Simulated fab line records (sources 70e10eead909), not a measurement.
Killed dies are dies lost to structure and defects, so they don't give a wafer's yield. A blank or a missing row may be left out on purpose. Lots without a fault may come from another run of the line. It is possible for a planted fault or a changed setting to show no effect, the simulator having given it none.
Matching of chambers    flow nandHarc    rieSi-04 running NHARC_A_DECK1_JOINT_ETCHBACK_07: 4 sister chambers
The step etches the open film in HBr, target depth 105 nm, time 26.9 s. 27 wafers are shown with their chamber, then 12 later ones without.

== EACH WAFER AND ITS CHAMBER ==
wafer   chamber  drypumpMotorCurrentA (A)  oesProductAu (a.u.)  throttleValvePct (%)
L076.1  2        5.8                       1.004                23.280
L076.2  3        5.1                       0.991                23.263
L076.4  0        6.3                       0.994                23.272
L077.3  2        5.8                       0.988                23.259
L077.4  1        5.5                       0.978                23.258
L077.5  3        5.1                       0.987                23.257
L079.1  3        5.1                       0.993                23.260
L079.2  0        6.3                       0.998                23.264
L079.3  2        5.8                       0.993                23.273
L081.3  2        5.8                       0.995                23.262
L081.5  2        5.8                       0.995                23.251
L081.6  1        5.5                       0.982                23.272
L085.3  0        6.2                       0.992                23.261
L085.4  2        5.8                       1.007                23.270
L085.5  0        6.3                       0.993                23.274
L087.3  3        5.1                       0.996                23.266
L087.5  1        5.5                       0.992                23.265
L087.6  3        5.1                       1.006                23.282
L088.1  2        5.8                       0.999                23.273
L088.3  3        5.1                       1.003                23.266
L088.6  0        6.2                       1.007                23.269
L090.2  1        5.5                       1.003                23.267
L090.3  0        6.2                       0.995                23.252
L090.6  1        5.5                       1.003                23.272
L093.1  2        5.8                       1.019                23.277
L093.5  3        5.1                       0.993                23.279
L093.6  2        5.8                       1.006                23.274

SIGNATURES, as means of the wafers listed above
reading               chamber 0  chamber 1  chamber 2  chamber 3  scatter within a chamber
drypumpMotorCurrentA  6.250      5.500      5.800      5.100      0.0255
oesProductAu          0.99650    0.99160    1.00067    0.99557    0.00851
throttleValvePct      23.26533   23.26680   23.26878   23.26757   0.00864
Rule: for a wafer and a chamber, the distance is found by dividing, reading by reading, the gap between the wafer's reading and the chamber's mean by the reading's scatter, squaring, summing and taking the root. The wafer belongs to the nearest chamber; if the next one is less than 2 further off, it can't be placed. The scatter: the root of (the sum of the squares of (reading less its chamber's mean) over the shown wafers, divided by (wafers less chambers)).

== WAFERS WITHOUT THEIR CHAMBER ==
wafer   drypumpMotorCurrentA (A)  oesProductAu (a.u.)  throttleValvePct (%)
L093.2  5.5                       1.009                23.294
L093.3  6.2                       0.996                23.267
L093.4  5.1                       0.991                23.267
L095.2  5.5                       1.003                23.268
L095.4  5.7                       1.001                23.269
L095.5  5.5                       1.003                23.273
L095.1  6.2                       0.992                23.270
L095.3  5.1                       1.001                23.289
L095.6  5.7                       1.011                23.269
L097.2  5.8                       1.005                23.251
L097.3  6.3                       1.005                23.265
L097.6  5.8                       0.995                23.269

== WHICH CHAMBER EACH WENT THROUGH ==
wafer   from the rows above  in truth
L093.2  1                    1
L093.3  0                    0
L093.4  3                    3
L095.2  1                    1
L095.4  2                    2
L095.5  1                    1
L095.1  0                    0
L095.3  3                    3
L095.6  2                    2
L097.2  2                    2
L097.3  0                    0
L097.6  2                    2
Correctly placed: 12 of 12. Left unplaced by these rows: 0. Number placed wrongly: 0.
